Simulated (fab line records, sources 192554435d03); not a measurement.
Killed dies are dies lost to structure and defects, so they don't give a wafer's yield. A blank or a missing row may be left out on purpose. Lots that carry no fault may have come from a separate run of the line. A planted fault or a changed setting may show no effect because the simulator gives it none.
Matching of chambers    flow n5 finfet    3 sister chambers for N5_BEOL_M8_ILD_DEP_00 on pecvd-02
The step deposits SiCOH lowk from DEMS/porogen, target thk 179.75 nm, time 33.4 s. 24 wafers are shown with their chamber, then 12 later ones without.

WAFERS PAIRED WITH THEIR CHAMBERS
wafer   chamber  showerhead plenum p Torr (Torr)  throttle valve pct (%)  heater power w (W)
L074.2  1        5.763                            14.2                    327
L074.4  2        5.726                            13.6                    268
L074.6  0        5.749                            13.5                    347
L075.1  1        5.761                            14.1                    262
L075.4  1        5.765                            14.0                    270
L075.6  0        5.736                            13.6                    328
L077.2  0        5.749                            13.9                    315
L077.4  1        5.767                            14.0                    316
L077.5  0        5.722                            13.7                    314
L078.1  1        5.781                            14.0                    326
L078.3  0        5.740                            13.7                    317
L078.4  2        5.714                            13.2                    240
L079.1  2        5.717                            13.2                    290
L079.3  0        5.729                            13.9                    322
L079.4  1        5.749                            14.0                    308
L081.3  0        5.755                            13.7                    300
L081.5  1        5.764                            14.1                    303
L081.6  2        5.724                            13.4                    257
L088.2  2        5.708                            13.3                    265
L088.4  2        5.715                            13.3                    274
L088.5  1        5.764                            14.0                    263
L090.1  0        5.742                            13.9                    297
L090.3  1        5.766                            14.0                    289
L090.5  1        5.768                            14.3                    297

SIGNATURES (averages over the wafers above)
reading                   chamber 0  chamber 1  chamber 2  scatter within a chamber
showerhead plenum p Torr  5.74025    5.76480    5.71733    0.00879
throttle valve pct        13.738     14.070     13.333     0.133
heater power w            317.50     296.10     265.67     20.2
Rule: for a wafer and a chamber, the distance is found by dividing, reading by reading, the gap between the wafer's reading and the chamber's mean by the reading's scatter, squaring, summing and taking the root. The wafer belongs to the nearest chamber; if the next one is less than 2 further off, it can't be placed. The scatter: the root of (the sum of the squares of (reading less its chamber's mean) over the shown wafers, divided by (wafers less chambers)).

WAFERS WITH NO CHAMBER GIVEN
wafer   showerhead plenum p Torr (Torr)  throttle valve pct (%)  heater power w (W)
L091.3  5.719                            13.4                    290
L091.5  5.785                            13.9                    300
L091.6  5.710                            13.7                    298
L092.2  5.717                            13.4                    268
L092.3  5.703                            13.5                    272
L092.6  5.702                            13.4                    271
L095.1  5.770                            14.0                    261
L095.4  5.760                            14.0                    266
L095.5  5.709                            13.8                    225
L096.1  5.697                            13.5                    259
L096.2  5.769                            14.1                    320
L096.5  5.720                            13.5                    260

CHAMBER TAKEN BY EACH
wafer   from the rows above      in truth
L091.3  2                        2
L091.5  1                        1
L091.6  can't be placed: 2 or 0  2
L092.2  2                        2
L092.3  2                        2
L092.6  2                        2
L095.1  1                        1
L095.4  1                        1
L095.5  can't be placed: 2 or 0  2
L096.1  2                        2
L096.2  1                        1
L096.5  2                        2
Correctly placed: 10 of 12. From these rows, 2 cannot be placed; in 2 the true chamber is one of the candidates. Number placed wrongly: 0.
